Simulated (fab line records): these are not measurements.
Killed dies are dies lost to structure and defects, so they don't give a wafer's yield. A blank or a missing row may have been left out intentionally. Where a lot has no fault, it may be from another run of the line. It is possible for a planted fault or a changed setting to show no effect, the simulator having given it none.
The tool behind it: which one? | flow nandHarc | 7 lots with 21 wafers sampled at 2 steps, on a route of 1302 steps

== WHAT THE GAUGES SHOWED, per wafer ==
NHARC_P_BONDPAD_THK_MEAS_20: measures by xrf.
lot  | measured     | on           | thkNm (nm)
L914 | day 7 10:38  | filmMetro-01 | 161.1 161.1 161.6
L916 | day 8 15:17  | filmMetro-02 | 157.7 162.0 162.4
L918 | day 9 06:23  | filmMetro-01 | 160.1 160.1 157.2
L921 | day 10 06:05 | filmMetro-01 | 161.9 160.6 161.7
L927 | day 12 17:32 | filmMetro-02 | 159.9 161.9 158.5
L933 | day 15 08:04 | filmMetro-01 | 160.3 161.4 158.7
L935 | day 16 08:55 | filmMetro-01 | 162.8 161.3 160.3

== WHAT TOOL EACH LOT RAN ON (gives the tool, then ch and the chambers of the sampled wafers, and finally the start) ==
lot  | NHARC_P_BONDPAD_PVD_27
L914 | pvdSputter-01, day 7 10:38 or earlier
L916 | pvdSputter-01, day 8 15:17 or earlier
L918 | pvdSputter-03, day 9 06:23 or earlier
L921 | pvdSputter-02, day 10 06:05 or earlier
L927 | pvdSputter-01, day 12 17:32 or earlier
L933 | pvdSputter-01, day 15 08:04 or earlier
L935 | pvdSputter-01, day 16 08:55 or earlier
- NHARC_P_BONDPAD_PVD_27: deposits Cu, target thk 30 nm, time 20.49 s.

== THE ANSWER, worked out from the rows above alone ==
Rule: what is usual is taken from the lots themselves. Put in order of their means at a reading, lots are off if they are a third of the lots or fewer, leave a main group of 4 or more, and stand apart from it by a gap of 3 or more times the standard deviation of the main group's means; of several such gaps the widest counts. A main group whose means are all the same, to the digits that the tables above print for the reading, isn't used. A lot without any number at a reading at which 4 lots or more have one is off too. The other lots that the step has rows for count as sound.
Across all readings shown, no lot is off: no conclusion can be drawn from this.

== WHAT WAS PUT IN BY THE SIMULATOR ==
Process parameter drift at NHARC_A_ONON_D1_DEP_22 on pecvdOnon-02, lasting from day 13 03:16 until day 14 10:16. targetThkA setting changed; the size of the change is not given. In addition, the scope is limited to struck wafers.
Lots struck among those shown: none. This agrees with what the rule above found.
